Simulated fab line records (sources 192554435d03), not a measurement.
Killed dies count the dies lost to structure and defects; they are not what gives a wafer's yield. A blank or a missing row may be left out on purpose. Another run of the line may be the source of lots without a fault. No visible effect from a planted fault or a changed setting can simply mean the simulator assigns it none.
Matching of chambers | flow n5 finfet | N5_MOL_CONTACT_COAG_ETCH_59 on rie diel-02 has 4 sister chambers
The step etches underlayer in N2/H2, target depth 13 nm, time 10.4 s. 8 wafers are shown with their chamber, then 10 later ones without.

## WAFERS, EACH WITH ITS CHAMBER
wafer  | chamber | showerhead plenum p Torr (Torr) | rf vpp V (V)
L081.1 | 3       | 2.45                            | 521.2
L086.5 | 2       | 2.68                            | 527.5
L086.6 | 1       | 2.64                            | 527.3
L090.3 | 1       | 2.64                            | 526.9
L090.5 | 3       | 2.44                            | 520.1
L090.6 | 0       | 2.42                            | 520.6
L091.1 | 0       | 2.42                            | 519.4
L091.2 | 2       | 2.68                            | 527.2

## WAFERS MISSING THEIR CHAMBER
wafer  | showerhead plenum p Torr (Torr) | rf vpp V (V)
L091.3 | 2.44                            | 520.7
L095.4 | 2.67                            | 526.0
L095.5 | 2.43                            | 522.3
L095.6 | 2.67                            | 526.1
L096.3 | 2.64                            | 526.9
L096.4 | 2.42                            | 520.9
L096.6 | 2.67                            | 527.3
L097.3 | 2.43                            | 520.2
L097.4 | 2.42                            | 520.7
L097.5 | 2.42                            | 520.4

## THE CHAMBER EACH PASSED THROUGH
wafer  | from the rows above     | in truth
L091.3 | 3                       | 3
L095.4 | 2                       | 2
L095.5 | can't be placed: 0 or 3 | 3
L095.6 | 2                       | 2
L096.3 | 1                       | 1
L096.4 | 0                       | 0
L096.6 | 2                       | 2
L097.3 | can't be placed: 0 or 3 | 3
L097.4 | 0                       | 0
L097.5 | 0                       | 0
Placed correctly: 8 of 10. Unplaceable from these rows: 2, with the true chamber sitting among the candidates in 2. Wrongly placed: 0.
How it was worked out, from the rows above alone: a wafer's distance from a chamber is the root of the sum, over the readings, of the square of ((its reading less the chamber's mean) divided by the reading's scatter). If the next closest chamber is less than 2 further off than the closest, the wafer can't be placed; otherwise it belongs to the closest. For every chamber, the mean is computed from those of its wafers that are shown. The scatter: take each reading less its chamber's mean, square it, sum over the shown wafers, divide by the number of wafers less the number of chambers, and take the root.
